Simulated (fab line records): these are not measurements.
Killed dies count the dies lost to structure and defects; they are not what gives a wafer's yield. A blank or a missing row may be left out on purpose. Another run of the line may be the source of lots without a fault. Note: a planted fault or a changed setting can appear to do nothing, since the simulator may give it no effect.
Split-lot study	flow n5-finfet	39 wafers read from 7 lots, route of 1938 steps

ABOUT THE SPLIT
At N5_DUMMY_GATE_CVD_03 (deposits a-Si from SiH4, target thk 150 nm, time 8042 s), the setting target-thk-a was moved away from the recipe's 1500 angstrom on 24 of the 39 wafers read, by -13.1% to +7.1%. All remaining wafers had this setting at the recipe value.

Reading taken at the split's own step.

THE READING
a-Si_of_DUMMY_GATE_CVD_03.thk-nm (the simulator's own value, which no gauge read), in nm, at N5_DUMMY_GATE_CVD_03 (deposits a-Si from SiH4, target thk 150 nm, time 8042 s). No usual value for it is given in the file. Across the 15 wafers here that went through the recipe, the average is 151.3 nm and the standard deviation 0.85 nm.

wafer	tool, chamber at the split	target-thk-a as run, angstrom	against the recipe	a-Si_of_DUMMY_GATE_CVD_03.thk-nm, nm	against lot-mates on the recipe
L077.1	-, -	1500	recipe	151	-
L077.3	-, -	1500	recipe	151	-
L077.2	-, -	1500	recipe	150.8	-
L077.4	-, -	1500	recipe	152	-
L077.5	-, -	1500	recipe	151.2	-
L077.6	-, -	1500	recipe	150	-
L079.1	-, -	1606	+7.1%	159	no lot-mate on the recipe
L079.4	-, -	1606	+7.1%	159	no lot-mate on the recipe
L079.2	-, -	1606	+7.1%	159.2	no lot-mate on the recipe
L079.3	-, -	1606	+7.1%	160.2	no lot-mate on the recipe
L079.5	-, -	1606	+7.1%	159.8	no lot-mate on the recipe
L079.6	-, -	1606	+7.1%	160	no lot-mate on the recipe
L081.1	-, -	1388	-7.5%	140	no lot-mate on the recipe
L081.2	-, -	1388	-7.5%	138.6	no lot-mate on the recipe
L081.3	-, -	1388	-7.5%	139.4	no lot-mate on the recipe
L081.5	-, -	1388	-7.5%	139.4	no lot-mate on the recipe
L081.4	-, -	1388	-7.5%	139.2	no lot-mate on the recipe
L081.6	-, -	1388	-7.5%	138.8	no lot-mate on the recipe
L086.1	-, -	1304	-13.1%	132.4	no lot-mate on the recipe
L086.2	-, -	1304	-13.1%	131.2	no lot-mate on the recipe
L086.3	-, -	1304	-13.1%	131.4	no lot-mate on the recipe
L086.4	-, -	1304	-13.1%	132.2	no lot-mate on the recipe
L086.5	-, -	1304	-13.1%	132.6	no lot-mate on the recipe
L086.6	-, -	1304	-13.1%	130.8	no lot-mate on the recipe
L092.1	-, -	1500	recipe	152.2	-
L092.3	-, -	1500	recipe	152.2	-
L092.2	-, -	1500	recipe	151.2	-
L092.4	-, -	1500	recipe	152	-
L092.5	-, -	1500	recipe	152.8	-
L092.6	-, -	1500	recipe	151.8	-
L093.1	-, -	1321	-11.9%	132.2	no lot-mate on the recipe
L093.2	-, -	1321	-11.9%	132.6	no lot-mate on the recipe
L093.3	-, -	1321	-11.9%	132.8	no lot-mate on the recipe
L093.4	-, -	1321	-11.9%	132.8	no lot-mate on the recipe
L093.5	-, -	1321	-11.9%	133	no lot-mate on the recipe
L093.6	-, -	1321	-11.9%	132.4	no lot-mate on the recipe
L097.2	lpcvd-02, 0/20	1500	recipe	150.6	-
L097.3	lpcvd-02, 0/25	1500	recipe	149.8	-
L097.4	lpcvd-02, 0/29	1500	recipe	150.4	-

FIT RESULTS
A straight line over all 39 wafers: a-Si_of_DUMMY_GATE_CVD_03.thk-nm changes by +1.44 nm for each +1% of target-thk-a; r = +1.00; the points scatter about the line by 1 nm.
Too few moved wafers with a lot-mate on the recipe to fit a line net of each lot's own level.

FILE'S OWN FIT
a-Si_of_DUMMY_GATE_CVD_03.thk-nm changes by +1.44 nm for each +1% of target-thk-a, r = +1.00.
